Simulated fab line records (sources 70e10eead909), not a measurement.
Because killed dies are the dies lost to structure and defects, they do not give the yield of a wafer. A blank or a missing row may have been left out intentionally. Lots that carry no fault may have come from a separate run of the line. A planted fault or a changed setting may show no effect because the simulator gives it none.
A struck lot beside a sound one ; flow nand_harc ; 13 out of 1302 route steps
Sound: these wafers, L354.2, L354.4, L354.5. Struck: wafers L345.3, L345.4 (left out: L345.5, a lot-mate that was not struck); the cause follows at the end.
For every step that has rows: the tool of each side, followed by ch and its chambers, followed by its first start. Under that, the readings that differ: sound wafers ; struck wafers ; difference of the means ; sigmas: that difference in standard deviations of wafers without a fault.
alike: words and numbers the same on both sides, and readings whose means are apart by under 2 such deviations; not compared: readings that were withheld, readings missing a value for some wafer, numbers with overlapping values and no deviation given by the record, and bounds like >300 which may hide the same value.
The two part at a step that has a row with sigmas, a row that says differs or no value, or rows on one side only. Numbers that have no deviation but don't overlap get no sigmas and don't part them. A reading that every wafer of one side lacks parts them only if that side has two wafers or more.

NHARC_A_STAIRCASE_TRIM_12: chemistry O2, time 211.2 s.
  sound on rie_diel-07 ch 1,2,3, day 22 02:31; struck on rie_diel-03 ch 0,3, day 18 21:28
  alike: drypump_motor_current_A, o2_flow_sccm, oes_product_au, rf_vpp_V, showerhead_plenum_p_Torr, throttle_valve_pct
  not compared: rf_hours_counter_h
then, 3 steps without rows for these wafers: NHARC_A_STAIRCASE_ETCH_13 (etches the open film in C4F8/O2, target depth 100 nm, time 40.5 s); NHARC_A_STAIRCASE_TRIM_14 (chemistry O2, time 211.2 s); NHARC_A_STAIRCASE_ETCH_15 (etches the open film in C4F8/O2, target depth 100 nm, time 40.5 s).
NHARC_A_STAIRCASE_TRIM_16: chemistry O2, time 211.2 s.
  sound on rie_diel-07 ch 0,3; struck on rie_diel-03 ch 1,3
  alike: drypump_motor_current_A, o2_flow_sccm, oes_product_au, rf_vpp_V, showerhead_plenum_p_Torr, throttle_valve_pct
  not compared: rf_hours_counter_h
NHARC_A_STAIRCASE_ETCH_17: etches the open film in C4F8/O2, target depth 100 nm, time 40.5 s.
  sound on rie_diel-07 ch 2,3; struck on rie_diel-03 ch 0,2
  alike: bias_w, oes_product_au, rf_vpp_V, run_length_s
  not compared: rf_hours_counter_h
then, 2 steps without rows for these wafers: NHARC_A_STAIRCASE_TRIM_18 (chemistry O2, time 211.2 s); NHARC_A_STAIRCASE_ETCH_19 (etches the open film in C4F8/O2, target depth 100 nm, time 40.5 s).
NHARC_A_STAIRCASE_TRIM_20: chemistry O2, time 211.2 s.
  sound on rie_diel-03 ch 0,2,3, day 22 03:59; struck on rie_diel-03 ch 2,3, day 18 22:29
  alike: drypump_motor_current_A, o2_flow_sccm, oes_product_au, rf_vpp_V, showerhead_plenum_p_Torr, throttle_valve_pct
  not compared: rf_hours_counter_h
NHARC_A_STAIRCASE_ETCH_21: etches the open film in C4F8/O2, target depth 100 nm, time 40.5 s.
  sound on rie_diel-03 ch 0,1,2; struck on rie_diel-03 ch 0,1
  alike: bias_w, oes_product_au, rf_vpp_V, run_length_s
  not compared: rf_hours_counter_h
then, 1 step without rows for these wafers: NHARC_A_STAIRCASE_TRIM_22 (chemistry O2, time 211.2 s).
NHARC_A_STAIRCASE_ETCH_23: etches the open film in C4F8/O2, target depth 100 nm, time 40.5 s.
  sound on rie_diel-03 ch 0,1, day 22 04:25; struck on rie_diel-03 ch 1,3, day 18 22:55
reading;sound;struck;difference;sigmas
bias_w (W);1000 1003 1003;- -;no value on the struck wafers;
run_length_s (s);61.5 62.2 61.7;39.5 40.2;-22.0;-41
  alike: oes_product_au, rf_vpp_V
  not compared: rf_hours_counter_h
then, 1 step without rows for these wafers: NHARC_A_STAIRCASE_TRIM_24 (chemistry O2, time 211.2 s).

## WHERE THEY PART
Only at NHARC_A_STAIRCASE_ETCH_23, within this record.

WHY: whatever the simulator had introduced
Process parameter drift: rie_diel-03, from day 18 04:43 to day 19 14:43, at NHARC_A_STAIRCASE_ETCH_23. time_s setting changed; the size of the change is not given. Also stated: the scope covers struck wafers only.
